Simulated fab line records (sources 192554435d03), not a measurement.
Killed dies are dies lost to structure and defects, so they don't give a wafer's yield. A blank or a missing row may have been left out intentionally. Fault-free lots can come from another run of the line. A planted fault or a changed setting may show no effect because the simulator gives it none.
fab line records	flow n5_finfet
[record] lots = 9	wafers = 27	last_day = 19
route steps=1938 shown FIN_SAQP@147 FIN_CUT@156 BEOL_M4@1111
lots untouched by any fault: they come from a run of this same line in which no faults occurred
start_h: hours from the record's first day to the start of the lot's first wafer shown	wait_h: hours elapsed since this lot's preceding step	" the same as in the row above	L1.1+2: a row that stands for several wafers	- no value present, or no start provided	* or withheld: withheld	< > ~ a bound
route shown NAME@n: NAME is a module with steps in the file, n the number in the route of the first one	usual: the fault-free wafers' mean and standard deviation	same: alike in all rows	chamber/n: place in a boat	sites: per-site readings	_std_site: standard deviation of those values	_edge_site: outer sites' mean less inner sites'	radius_mm: for every site, how far away it sits from the centre of the wafer	mask NAME#n: copy n	behind: the tool/chamber that last shaped the wafer	hold: cause of the lot's hold/its duration in hours/its outcome	device: which transistor (n, p or np) failed to switch	end of line: tests of these same wafers at the route's end	step lacking rows: just its recipe	killed: dies lost to structure and defects at the first sort, not the wafer's yield	map: a wafer's dies, x killed, . not, _ none there
set.NAME: the setting as run; set.NAME@STEP: as run at that earlier step	model.NAME: the simulator's own value behind a step, which no gauge read
the route's steps for a sample of lots (tables are steps, rows are wafers)
services: when a tool's chamber went out of use (start_h, in hours from the record's first day, below 0 if earlier), for how many hours, and the reason
[[steps]]
[step N5_FIN_SAQP_FIN_ETCH_36]
[recipe] chemistry = HBr/Cl2/O2	target_depth_a = 1200	mask_material = SiNx	time_s = 50.4	bias_w = 102	pressure_mtorr = 10	icp_w = 800	HBr_flow_sccm = 150	Cl2_flow_sccm = 80	O2_flow_sccm = 12
[usual] chamber_pressure_mTorr = 9.999/0.0087	drypump_motor_current_A = 5.7/0.55	oes_product_au = 1.009/0.021	throttle_valve_pct = 35.89/0.3
lot.wafer	tool	chamber	start_h	wait_h	chamber_pressure_mTorr	drypump_motor_current_A	oes_product_au	rf_hours_counter_h	throttle_valve_pct
L251.1	rie_si-01	1	49.53	0.0	9.992	5.8	0.982	130	36.17
L251.3	"	3	"	"	10.014	5.1	1.024	6	35.78
L251.5	"	1	"	"	9.991	5.8	0.987	-	36.17
L252.1	rie_si-02	3	56.21	0.0	9.991	6.0	0.962	59	35.88
L252.2	"	0	"	"	9.990	5.4	1.035	55	35.55
L252.6	"	0	"	"	10.002	5.4	1.029	-	35.56
L256.1	rie_si-01	1	80.21	0.0	9.985	5.8	0.996	130	36.18
L256.2	"	3	"	"	9.993	5.1	1.008	7	35.78
L256.4	"	2	"	"	9.987	6.7	1.023	130	35.64
L261.2	rie_si-02	0	110.98	0.0	9.992	5.4	1.025	56	35.55
L261.3	"	1	"	"	9.982	6.6	1.023	7	36.04
L261.5	"	3	"	"	9.993	6.1	0.966	-	35.87
L265.2	rie_si-06	2	133.96	0.0	10.003	5.1	1.010	177	36.58
L265.4	"	1	"	"	9.991	5.8	1.012	194	35.23
L265.6	"	1	"	"	10.004	5.8	1.005	-	35.26
L267.3	rie_si-02	0	147.34	0.0	10.019	5.4	1.040	57	35.54
L267.4	"	3	"	"	10.000	6.0	0.986	61	35.86
L267.5	"	2	"	"	9.994	5.7	1.004	-	36.10
L268.2	rie_si-01	0	153.31	0.0	9.997	5.4	1.017	150	35.86
L268.5	"	0	"	"	10.004	5.4	1.011	-	35.87
L268.6	"	1	"	"	9.993	5.8	0.990	-	36.17
L269.1	rie_si-01	2	158.42	0.0	9.983	6.7	1.032	131	35.65
L269.4	"	3	"	"	9.993	5.1	1.005	8	35.81
L269.5	"	3	"	"	10.005	5.1	1.003	-	35.80
L270.1	rie_si-01	1	169.54	0.0	9.994	5.8	0.986	132	36.16
L270.3	"	3	"	"	9.987	5.1	1.006	8	35.81
L270.6	"	2	"	"	9.999	6.7	1.025	-	35.65
[step N5_FIN_SAQP_INSPECT_40]
[recipe] inspect_instrument = brightfield	mode = aei
[usual] raw_defect_count = 230/71
lot.wafer	tool	chamber	start_h	wait_h	raw_defect_count
L251.1	defect_inspect-02	-	49.78	0.0	199
L251.3	"	-	"	"	304
L251.5	"	-	"	"	142
L252.1	defect_inspect-02	-	56.46	0.0	156
L252.2	"	-	"	"	245
L252.6	"	-	"	"	229
L256.1	defect_inspect-02	-	80.46	0.0	344
L256.2	"	-	"	"	257
L256.4	"	-	"	"	201
L261.2	defect_inspect-02	-	111.23	0.0	287
L261.3	"	-	"	"	155
L261.5	"	-	"	"	112
L265.2	defect_inspect-02	-	134.21	0.0	238
L265.4	"	-	"	"	263
L265.6	"	-	"	"	258
L267.3	defect_inspect-01	-	147.59	0.0	202
L267.4	"	-	"	"	172
L267.5	"	-	"	"	363
L268.2	defect_inspect-01	-	153.56	0.0	230
L268.5	"	-	"	"	252
L268.6	"	-	"	"	150
L269.1	defect_inspect-01	-	158.67	0.0	173
L269.4	"	-	"	"	165
L269.5	"	-	"	"	198
L270.1	defect_inspect-02	-	169.79	0.0	109
L270.3	"	-	"	"	142
L270.6	"	-	"	"	178
[step N5_FIN_CUT_COAT_29]
[recipe] resist = underlayer	temp_c = 205	time_s = 60	spin_rpm = 1500	resist_thk_nm = 10
[usual] spin_speed_rpm = 1500.2/0.96
lot.wafer	tool	chamber	start_h	wait_h	spin_speed_rpm
L251.1	litho_track-01	0	49.82	-	1835.9
L251.3	"	0	"	"	1836.7
L251.5	"	0	"	"	1834.3
L252.1	litho_track-01	0	56.49	-	1834.1
L252.2	"	0	"	"	1833.1
L252.6	"	0	"	"	1833.3
L256.1	litho_track-05	0	80.50	-	1499.8
L256.2	"	0	"	"	1498.5
L256.4	"	0	"	"	1498.9
L261.2	litho_track-05	0	111.26	-	1500.6
L261.3	"	0	"	"	1501.3
L261.5	"	0	"	"	1500.6
L265.2	litho_track-02	0	134.25	-	1501.2
L265.4	"	0	"	"	1501.0
L265.6	"	0	"	"	1501.0
L267.3	litho_track-01	0	147.62	-	1502.3
L267.4	"	0	"	"	1499.9
L267.5	"	0	"	"	1498.1
L268.2	litho_track-01	0	153.60	-	1500.4
L268.5	"	0	"	"	1498.9
L268.6	"	0	"	"	1501.5
L269.1	litho_track-01	0	158.70	-	1501.0
L269.4	"	0	"	"	1501.7
L269.5	"	0	"	"	1500.5
L270.1	litho_track-01	0	169.83	-	1500.8
L270.3	"	0	"	"	1498.3
L270.6	"	0	"	"	1500.8
[step N5_FIN_CUT_CD_MEAS_08]
[recipe] target_cd_nm = 29.1	landing_energy_ev = 500	detector = se_inlens	polarity = opening
[usual] cd_nm = 29.09/0.25
[same] landing_energy_ev = 500
lot.wafer	tool	chamber	start_h	wait_h	cd_nm
L251.1	cd_sem-01	0	50.21	-	28.72
L251.3	"	0	"	"	28.98
L251.5	"	0	"	"	29.00
L252.1	cd_sem-01	0	56.89	-	29.63
L252.2	"	0	"	"	29.10
L252.6	"	0	"	"	29.58
L256.1	cd_sem-01	0	80.92	-	28.98
L256.2	"	0	"	"	29.31
L256.4	"	0	"	"	28.67
L261.2	cd_sem-03	0	111.65	-	29.25
L261.3	"	0	"	"	28.93
L261.5	"	0	"	"	29.51
L265.2	cd_sem-03	0	134.52	-	29.36
L265.4	"	0	"	"	28.95
L265.6	"	0	"	"	29.51
L267.3	cd_sem-03	0	147.89	-	28.73
L267.4	"	0	"	"	28.86
L267.5	"	0	"	"	29.00
L268.2	cd_sem-01	0	153.99	-	28.62
L268.5	"	0	"	"	28.88
L268.6	"	0	"	"	29.12
L269.1	cd_sem-01	0	158.97	-	29.45
L269.4	"	0	"	"	28.95
L269.5	"	0	"	"	29.06
L270.1	cd_sem-01	0	170.22	-	29.31
L270.3	"	0	"	"	29.34
L270.6	"	0	"	"	29.11
[step N5_FIN_CUT_ETCH_30]
[recipe] chemistry = N2/H2	target = underlayer	target_depth_a = 130	mask_material = CAR-EUV	time_s = 10.4	ion_energy_ev = 200	pressure_mtorr = 30	source_w = 840	bias_w = 150	n2_flow_sccm = 200	h2_flow_sccm = 200	ends = cleared
[usual] chamber_pressure_mTorr = 30.00/0.031	drypump_motor_current_A = 5.8/0.72	etch_rf_on_time_s = 10.41/0.23	oes_product_au = 0.65/0.058	rf_vpp_V = 524.2/2.7	showerhead_plenum_p_Torr = 2.55/0.098	throttle_valve_pct = 17.92/0.18
lot.wafer	tool	chamber	start_h	wait_h	chamber_pressure_mTorr	drypump_motor_current_A	etch_rf_on_time_s	oes_product_au	rf_hours_counter_h	rf_vpp_V	showerhead_plenum_p_Torr	throttle_valve_pct
L251.1	rie_diel-06	2	50.36	0.0	30.00	6.5	9.63	0.59	230	524.1	2.51	17.88
L251.3	"	0	"	"	29.96	6.4	9.44	0.74	38	529.2	2.70	17.49
L251.5	"	1	"	"	30.04	5.4	9.77	0.63	-	524.1	2.53	17.83
L252.1	rie_diel-06	3	57.07	0.0	30.02	5.4	9.09	0.67	142	523.1	2.54	17.95
L252.2	"	0	"	"	29.93	6.4	9.40	0.75	40	526.2	2.70	17.52
L252.6	"	0	"	"	29.98	6.4	9.47	0.74	-	527.5	2.70	17.49
L256.1	rie_diel-01	2	81.26	0.0	29.97	5.6	10.35	0.68	119	525.1	2.54	17.90
L256.2	"	0	"	"	30.00	5.0	10.41	0.68	127	527.9	2.66	18.06
L256.4	"	3	"	"	30.02	4.8	10.27	0.62	195	524.2	2.52	18.09
L261.2	rie_diel-05	0	111.81	0.0	30.03	6.7	10.35	0.61	180	520.3	2.41	18.17
L261.3	"	2	"	"	29.94	5.3	10.71	0.61	189	526.4	2.63	17.86
L261.5	"	2	"	"	30.02	5.3	10.76	0.61	-	526.3	2.63	17.87
L265.2	rie_diel-05	2	135.51	0.0	30.01	5.3	10.64	0.60	197	526.9	2.63	17.89
L265.4	"	1	"	"	29.97	6.7	10.57	0.64	145	520.4	2.43	17.97
L265.6	"	3	"	"	30.02	5.0	10.25	0.83	-	528.5	2.73	17.80
L267.3	rie_diel-01	0	148.06	0.0	30.02	5.0	10.28	0.66	147	526.9	2.65	18.08
L267.4	"	2	"	"	30.02	5.6	10.41	0.67	139	524.2	2.53	17.94
L267.5	"	3	"	"	30.01	4.7	10.26	0.61	-	524.2	2.51	18.17
L268.2	rie_diel-05	1	154.14	0.0	29.97	6.7	10.56	0.64	150	521.0	2.43	17.98
L268.5	"	1	"	"	30.03	6.7	10.53	0.63	-	520.8	2.43	17.99
L268.6	"	2	"	"	30.02	5.3	10.68	0.61	-	525.5	2.63	17.91
L269.1	rie_diel-06	0	159.61	0.0	29.97	6.4	10.30	0.72	70	528.0	2.69	17.56
L269.4	"	1	"	"	30.02	5.4	10.57	0.61	185	525.1	2.52	17.89
L269.5	"	3	"	"	30.00	5.5	10.07	0.64	-	523.9	2.53	18.00
L270.1	rie_diel-05	1	170.38	0.0	29.99	6.7	10.57	0.62	156	520.4	2.43	17.99
L270.3	"	3	"	"	29.96	5.0	10.28	0.79	15	531.2	2.72	17.84
L270.6	"	1	"	"	30.00	6.7	10.58	0.62	-	520.1	2.43	18.00
[step N5_BEOL_M4_RC_MEAS_101]
[usual] DIBL_N = 36.3/1.9	DIBL_P = 36.0/2.1	IOFF_N = 0.16/0.031	IOFF_P = 0.21/0.035	ION_N = 675/14	ION_P = 464/8.5	SS_N = 71.5/0.6	SS_P = 73.3/0.72	VT_N = 250/3.2	VT_P = -250/3.1
lot.wafer	tool	chamber	start_h	wait_h	DIBL_N[mV/V]	DIBL_P[mV/V]	IOFF_N[nA/um]	IOFF_P[nA/um]	ION_N[uA/um]	ION_P[uA/um]	SS_N[mV/dec]	SS_P[mV/dec]	VT_N[mV]	VT_P[mV]
L251.1	prober-02	0	186.04	0.0	36.8	36.4	0.15	0.20	654	452	72.1	73.0	254	-254
L251.3	"	0	"	"	35.1	34.4	0.13	0.18	664	455	70.7	72.6	253	-253
L251.5	"	0	"	"	34.9	34.6	0.13	0.18	668	459	71.4	73.1	253	-253
L252.1	prober-01	0	192.67	0.0	34.9	35.4	0.14	0.21	667	468	71.2	72.8	249	-248
L252.2	"	0	"	"	33.6	34.7	0.13	0.20	671	470	71.3	72.7	250	-248
L252.6	"	0	"	"	33.5	34.3	0.14	0.21	681	480	71.0	72.3	249	-247
L256.1	prober-01	0	208.91	0.0	37.2	39.2	0.19	0.23	662	451	72.9	73.5	250	-249
L256.2	"	0	"	"	33.7	35.7	0.13	0.18	667	454	70.8	72.9	252	-255
L256.4	"	0	"	"	30.6	31.6	0.09	0.13	638	441	70.6	72.3	256	-255
L261.2	prober-01	0	285.25	0.2	37.7	35.8	0.17	0.22	691	473	72.6	73.5	248	-246
L261.3	"	0	"	"	36.4	34.5	0.15	0.19	675	462	72.1	72.9	250	-251
L261.5	"	0	"	"	37.2	34.4	0.16	0.19	676	460	72.3	72.9	251	-251
L268.2	prober-02	0	288.12	0.2	38.4	36.3	0.17	0.21	663	453	72.6	73.2	250	-250
L268.5	"	0	"	"	35.6	34.7	0.12	0.19	668	464	71.1	73.2	252	-251
L268.6	"	0	"	"	38.0	37.4	0.16	0.22	676	460	72.0	74.0	248	-246
L267.3	prober-01	0	289.68	0.3	35.2	36.5	0.14	0.17	678	458	70.4	72.9	248	-257
L267.4	"	0	"	"	35.7	36.8	0.16	0.18	681	457	71.7	73.2	248	-254
L267.5	"	0	"	"	37.2	39.7	0.19	0.22	698	471	72.5	73.5	246	-250
L265.2	prober-02	0	307.71	0.2	37.5	35.8	0.16	0.21	694	471	71.5	74.1	249	-249
L265.4	"	0	"	"	39.9	38.6	0.21	0.25	683	462	72.6	74.0	245	-247
L265.6	"	0	"	"	40.5	39.5	0.24	0.27	715	481	72.2	74.0	244	-245
L269.1	prober-02	0	324.58	0.0	35.8	36.4	0.15	0.23	676	469	72.4	73.1	251	-249
L269.4	"	0	"	"	34.3	34.6	0.13	0.19	673	465	71.7	72.1	253	-250
L269.5	"	0	"	"	36.3	36.0	0.15	0.21	676	465	72.0	72.5	251	-249
L270.1	prober-01	0	340.67	0.0	36.2	36.7	0.15	0.21	668	460	71.1	73.1	250	-249
L270.3	"	0	"	"	36.5	36.7	0.15	0.21	668	458	70.7	73.2	251	-248
L270.6	"	0	"	"	36.9	37.3	0.16	0.21	665	457	71.4	74.1	251	-250
[[services]]
tool	chamber	start_h	hours	kind
rie_si-01	1	28.59	6.8	repair
rie_si-01	3	35.08	3.5	repair
rie_si-02	-	38.22	2.8	pm
rie_si-06	1	43.62	4.2	repair
rie_si-02	2	46.09	-	clean
rie_si-02	2	46.09	27.3	scheduled_down
rie_si-02	2	46.09	27.3	vent_cycle
rie_diel-05	-	61.74	0.4	repair
rie_diel-06	-	78.44	14.6	pm
rie_diel-05	3	93.56	-	clean
rie_diel-05	3	93.56	-	consumable_replace:focus_ring
rie_diel-05	3	93.56	-	consumable_replace:showerhead
rie_diel-05	3	93.56	27.5	scheduled_down
rie_diel-05	3	93.56	27.5	vent_cycle
litho_track-05	-	95.21	-	consumable_replace:filter
rie_si-06	-	100.57	14.6	pm
rie_diel-06	2	128.02	-	clean
rie_diel-06	2	128.02	-	consumable_replace:focus_ring
rie_diel-06	2	128.02	22.3	scheduled_down
rie_diel-06	2	128.02	22.3	vent_cycle
rie_si-06	-	128.46	0.8	repair
litho_track-01	-	166.82	-	consumable_replace:filter
rie_diel-05	2	167.42	14.2	repair
rie_diel-06	-	168.33	28.1	pm
[[key]]
[first_sign] step = N5_FIN_CUT_COAT_29	reading = spin_speed_rpm	direction = up	sigmas = 99+	usual = *	struck = *
[effect] step = N5_FIN_CUT_ETCH_30	reading = etch_rf_on_time_s	direction = down	sigmas = 4.1	usual = *	struck = *
met_at N5_FIN_CUT_COAT_29
struck_lots L251,L252
not_acting_at N5_FIN_SAQP_FIN_ETCH_36,N5_FIN_SAQP_INSPECT_40,N5_FIN_CUT_CD_MEAS_08
[fault] kind = process_parameter_drift	tool = litho_track-01	chamber = -	onset_h = 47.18	steps = N5_FIN_CUT_COAT_29	channel = spin_rpm	offset = *	shape = step	end_h = 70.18	acts_in = *	stated = *
